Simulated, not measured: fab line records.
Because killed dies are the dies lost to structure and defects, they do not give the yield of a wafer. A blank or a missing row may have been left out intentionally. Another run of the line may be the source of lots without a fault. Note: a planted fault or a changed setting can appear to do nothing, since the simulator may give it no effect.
Problem report in the 8D (eight disciplines) form, filled by code ; flow n5 finfet ; the parts of the form that need people (team, actions taken, sign-off) are left out

== 1. PROBLEM STATEMENT ==
Wafers without a fault read 1499.9 rpm, standard deviation 0.97; spin speed rpm at N5_BEOL_M2_COAT_62 reads a mean of 1546.1 rpm on 6 wafers belonging to 2 lots. Relative to the usual mean, that is a shift of +48 standard deviations.
The step: time 60 s, resist thk 12 nm.
Earliest sighting: wafer L763.1 on litho track-04 at day 9 17:58. The record has a number at this step for 12 wafers belonging to 4 lots. Rule for "out", or "out of limits": more than 4 standard deviations from the usual mean. The other wafers with a number count as sound.

== 2. WHAT IT IS, WHAT IT ISN'T ==
question;is;is not
which readings at this step;spin speed rpm;-
which lots;L763, L764;L753, L769
which wafers of those lots;all that have a number;-
read on which tools;litho track-04;litho track-02
when;from day 9 17:58;"up to then (3 sound wafers); but 3 sound wafers of L769 came after"

== 3. SUSPECTS, AND WHAT RULES EACH OUT ==
Counting: a tool at any process step up to the reading remains a suspect when it ran all the lots that are out and ran no sound lot after the first of those.
- litho track-04 at N5_BEOL_M2_COAT_62 (time 60 s, resist thk 12 nm): kept. It processed each lot that is out, first L763 at day 9 17:58, and no sound lot thereafter; up to then, the last sound lot it processed was L753 at day 8 12:30. On those wafers its own readings are out: spin speed rpm.
The count leaves litho track-04 at N5_BEOL_M2_COAT_62.

== 4. THE CAUSE (what the simulator had put in) ==
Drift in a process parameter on litho track-04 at N5_BEOL_M2_COAT_62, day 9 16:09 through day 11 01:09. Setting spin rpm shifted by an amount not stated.
After counting, this tool was the only one left.

== 5. THE EFFECT CHAIN, in route order ==
Rows list readings where the struck wafers' mean (over those with a number) sits beyond 3 standard deviations from the usual. Scope: only readings with a usual standard deviation given in the record; hours: median across lots of the time from each lot's start at the first step in this table that gives one to its start at this step; sigmas: change in usual standard deviations.
hours;step;reading;usual;on struck wafers;change;sigmas
0;N5_BEOL_M2_COAT_62;spin speed rpm;1499.9 rpm;1546.1;+46.2;+48
Its process steps:
- N5_BEOL_M2_COAT_62: time 60 s, resist thk 12 nm.
Later steps that measure or inspect, where all struck wafers having a row at the step show a number for every such reading and not one has moved that far: N5_BEOL_M4_RC_MEAS_101.

== 6. WHAT WOULD HAVE CAUGHT IT SOONER ==
In this record no reading fell out of limits until day 9 17:58, 2 hours after the fault had begun at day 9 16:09.
